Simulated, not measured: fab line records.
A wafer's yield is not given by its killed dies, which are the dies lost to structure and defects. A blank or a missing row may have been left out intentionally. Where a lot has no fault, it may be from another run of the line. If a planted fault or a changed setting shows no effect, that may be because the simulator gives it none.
A struck lot beside a sound one + flow n5-finfet + 17 steps out of a route of 1938
Sound: wafers L731.2, L731.3, L731.5. Struck: wafers L749.3, L749.4 (left out: L749.2, a lot-mate that was not struck); the cause follows at the end.
Order at every step that has rows: each side's tool, ch and its chambers, its first start. Under that, the readings that differ: sound wafers + struck wafers + difference of the means + sigmas: that difference in standard deviations of wafers without a fault.
alike: readings with means less than 2 such deviations apart, plus words and numbers identical on both sides. not compared: withheld readings, readings lacking a value on some wafer, bounds such as >300 that could conceal the same value, and numbers that have no deviation in the record and whose values overlap.
A row with sigmas, a row that says differs or no value, or rows on one side alone: a step with any of these is where the two part. Numbers that have no deviation but don't overlap get no sigmas and don't part them. A reading missing from all wafers of one side parts the sides only when that side holds two or more wafers.

N5_FIN_SAQP_PECVD_47: deposits a-Si from SiH4/He, target thk 45 nm, time 36.3 s.
  sound on pecvd-03 ch 0,1, day 2 04:14; struck on pecvd-02 ch 2, day 6 14:32
  alike: heater-power-w, rf-fwd-power-W, showerhead-plenum-p-Torr, throttle-valve-pct
N5_FIN_SAQP_PECVD_48: deposits SiNx from SiH4/NH3/N2, target thk 25 nm, time 22.1 s.
  sound on pecvd-03 ch 0,1, day 2 04:18; struck on pecvd-02 ch 2, day 6 14:34
  alike: heater-power-w, rf-fwd-power-W, showerhead-plenum-p-Torr, throttle-valve-pct
N5_FIN_SAQP_PECVD_06: deposits a-Si from SiH4/He, target thk 60 nm, time 48.1 s.
  sound on pecvd-03 ch 0,1, day 2 04:22; struck on pecvd-02 ch 2, day 6 14:37
  alike: heater-power-w, rf-fwd-power-W, showerhead-plenum-p-Torr, throttle-valve-pct
N5_FIN_SAQP_THK_MEAS_07:
  sound on film-metro-01 at day 2 04:28; struck on film-metro-01 at day 6 14:42
| reading     | sound          | struck    | difference | sigmas |
|-------------|----------------|-----------|------------|--------|
| thk-nm (nm) | 59.9 59.3 59.7 | 60.9 61.9 | +1.8       | +2     |
N5_FIN_SAQP_HM_DEP_72: deposits SiO2 from SiH4/N2O, target thk 12 nm, time 7.2 s.
  sound on pecvd-02 ch 0,1,2, day 2 04:31; struck on pecvd-03 ch 0,1, day 6 14:44
  alike: heater-power-w, rf-fwd-power-W, showerhead-plenum-p-Torr
then, 7 steps without rows for these wafers: N5_FIN_SAQP_COAT_49 (time 60 s, resist thk 100 nm); N5_FIN_SAQP_COAT_50 (time 60 s, resist thk 35 nm); N5_FIN_SAQP_COAT_10 (resist thk 90 nm); N5_FIN_SAQP_EBR_12; N5_FIN_SAQP_SOFTBAKE_11 (time 60 s); N5_FIN_SAQP_EXPOSE_13 (exposes mask FIN CORE, target cd 35.6 nm); N5_FIN_SAQP_PEB_14 (peb time 60 s).
N5_FIN_SAQP_DEVELOP_15: develop time 30 s.
  sound on litho-track-05 ch 0, day 2 04:54; struck on litho-track-05 ch 0, day 6 15:08
N5_FIN_SAQP_CD_MEAS_16 targets a cd of 35.6 nm.
  sound on cd-sem-02 ch 0, day 2 04:58; struck on cd-sem-02 ch 0, day 6 15:11
| reading    | sound          | struck    | difference | sigmas |
|------------|----------------|-----------|------------|--------|
| cd-nm (nm) | 35.6 35.8 35.8 | 34.4 34.6 | -1.2       | -4     |
N5_FIN_SAQP_OVL_MEAS_17:
  sound on overlay-02 ch 0, day 2 05:00; struck on overlay-02 ch 0, day 6 15:14
  alike: FIN_CORE_OVL
-- the record jumps here: 6 days lie between the struck wafers' starts before and after (it left off in module FIN_SAQP and takes up again in module BEOL_M4, whose first step shown is number 1111 of the route) --
N5_BEOL_M4_RC_MEAS_101:
  sound on prober-01 ch 0, day 7 22:20; struck on prober-02 ch 0, day 12 21:59
| reading       | sound          | struck    | difference | sigmas |
|---------------|----------------|-----------|------------|--------|
| SS_N (mV/dec) | 72.5 72.1 72.4 | 70.4 71.2 | -1.5       | -3     |
  alike: DIBL_N, DIBL_P, IOFF_N, IOFF_P, ION_N, ION_P, SS_P, VT_N, VT_P
N5_PASSIVATION_PROBE_49:
  the record holds rows for the sound wafers here (prober-02, day 12 14:53) but none for the struck ones

WHERE THEY PART
Earliest at N5_FIN_SAQP_THK_MEAS_07; latest, in this record, at N5_PASSIVATION_PROBE_49.

WHY: what the simulator had put in
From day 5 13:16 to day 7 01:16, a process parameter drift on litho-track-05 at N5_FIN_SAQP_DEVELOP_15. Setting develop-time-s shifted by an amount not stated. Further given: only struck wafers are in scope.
